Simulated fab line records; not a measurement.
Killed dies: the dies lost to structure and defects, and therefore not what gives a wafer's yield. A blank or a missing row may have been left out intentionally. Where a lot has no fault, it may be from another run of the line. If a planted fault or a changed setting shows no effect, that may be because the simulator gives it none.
Chamber matching / flow nandHarc / 4 sister chambers for NHARC_P_M2_CMP_23 on cmp-02
The step polishes, t overpolish 20 s, target thk 144.3 nm. 4 wafers are shown with their chamber, then 6 later ones without.

## WAFERS, EACH WITH ITS CHAMBER
wafer=L538.2; chamber=1; motorCurrentA (A)=12.9
wafer=L554.2; chamber=2; motorCurrentA (A)=13.2
wafer=L554.5; chamber=0; motorCurrentA (A)=11.7
wafer=L554.6; chamber=3; motorCurrentA (A)=11.4

## WAFERS MISSING THEIR CHAMBER
wafer=L557.1; motorCurrentA (A)=13.2
wafer=L557.2; motorCurrentA (A)=12.2
wafer=L557.3; motorCurrentA (A)=12.8
wafer=L558.2; motorCurrentA (A)=12.7
wafer=L558.4; motorCurrentA (A)=11.2
wafer=L558.6; motorCurrentA (A)=11.7

## THE CHAMBER EACH PASSED THROUGH
wafer=L557.1; from the rows above=can't be placed: 2 or 1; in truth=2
wafer=L557.2; from the rows above=can't be placed: 0 or 1 or 3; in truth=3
wafer=L557.3; from the rows above=can't be placed: 1 or 2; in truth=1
wafer=L558.2; from the rows above=can't be placed: 1 or 2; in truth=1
wafer=L558.4; from the rows above=can't be placed: 3 or 0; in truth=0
wafer=L558.6; from the rows above=can't be placed: 0 or 3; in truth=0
Correctly placed: 0 of 6. Cannot be placed on the basis of these rows: 6; the candidates contain the true chamber in 6. Number placed wrongly: 0.
How it was worked out, from the rows above alone: a wafer's distance from a chamber is the root of the sum, over the readings, of the square of ((its reading less the chamber's mean) divided by the reading's scatter). If the next closest chamber is less than 2 further off than the closest, the wafer can't be placed; otherwise it belongs to the closest. The mean given for a chamber averages the wafers shown for that chamber. The scatter (one wafer shown for each chamber): square how far every hidden wafer sits from the nearest shown wafer, average those squares and take the square root.
